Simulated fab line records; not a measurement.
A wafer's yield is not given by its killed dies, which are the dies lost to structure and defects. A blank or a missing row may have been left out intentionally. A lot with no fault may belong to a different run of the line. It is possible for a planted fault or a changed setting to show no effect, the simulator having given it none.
Chamber matching ; flow nand harc ; NHARC_A_CHANNEL_FILL_D2_STRIP_28 on rie diel-03 has 4 sister chambers
The step strips in O2, time 20 s. 14 wafers are shown with their chamber, then 7 later ones without.

WAFERS, EACH WITH ITS CHAMBER
wafer;chamber;showerhead plenum p Torr (Torr);drypump motor current A (A);throttle valve pct (%)
L076.1;3;3.64;4.9;17.043
L076.2;0;3.38;4.7;17.033
L076.3;2;3.36;6.3;17.036
L076.4;1;3.48;5.4;17.045
L076.5;1;3.48;5.4;17.043
L076.6;2;3.36;6.3;17.023
L080.2;0;3.38;4.7;17.028
L080.4;2;3.36;6.4;17.050
L080.5;2;3.36;6.4;17.052
L084.3;1;3.48;5.4;17.032
L084.4;0;3.37;4.7;17.031
L084.5;1;3.48;5.4;17.039
L086.1;3;3.64;4.9;17.048
L086.4;2;3.36;6.3;17.046

SIGNATURES (means of the wafers above)
reading;chamber 0;chamber 1;chamber 2;chamber 3;scatter within a chamber
showerhead plenum p Torr;3.3767;3.4800;3.3600;3.6400;0.00258
drypump motor current A;4.700;5.400;6.340;4.900;0.0346
throttle valve pct;17.03067;17.03975;17.04140;17.04550;0.00836
Rule: a wafer's distance from a chamber is the root of the sum, over the readings, of the square of ((its reading less the chamber's mean) divided by the reading's scatter). The wafer belongs to the nearest chamber; if the next one is less than 2 further off, it can't be placed. The scatter is the square root of a quotient: the sum, over the shown wafers, of each reading's squared deviation from its chamber's mean, divided by wafers minus chambers.

WAFERS MISSING THEIR CHAMBER
wafer;showerhead plenum p Torr (Torr);drypump motor current A (A);throttle valve pct (%)
L086.5;3.48;5.4;17.040
L092.4;3.47;5.4;17.029
L092.5;3.37;4.7;17.035
L092.6;3.47;5.4;17.030
L097.2;3.36;6.3;17.018
L097.5;3.37;4.7;17.053
L097.6;3.47;5.4;17.044

WHICH CHAMBER EACH WENT THROUGH
wafer;from the rows above;in truth
L086.5;1;1
L092.4;1;1
L092.5;0;0
L092.6;1;1
L097.2;2;2
L097.5;0;0
L097.6;1;1
Correct placement for 7 of the 7. Not placeable from these rows: 0. 0 placed wrongly.
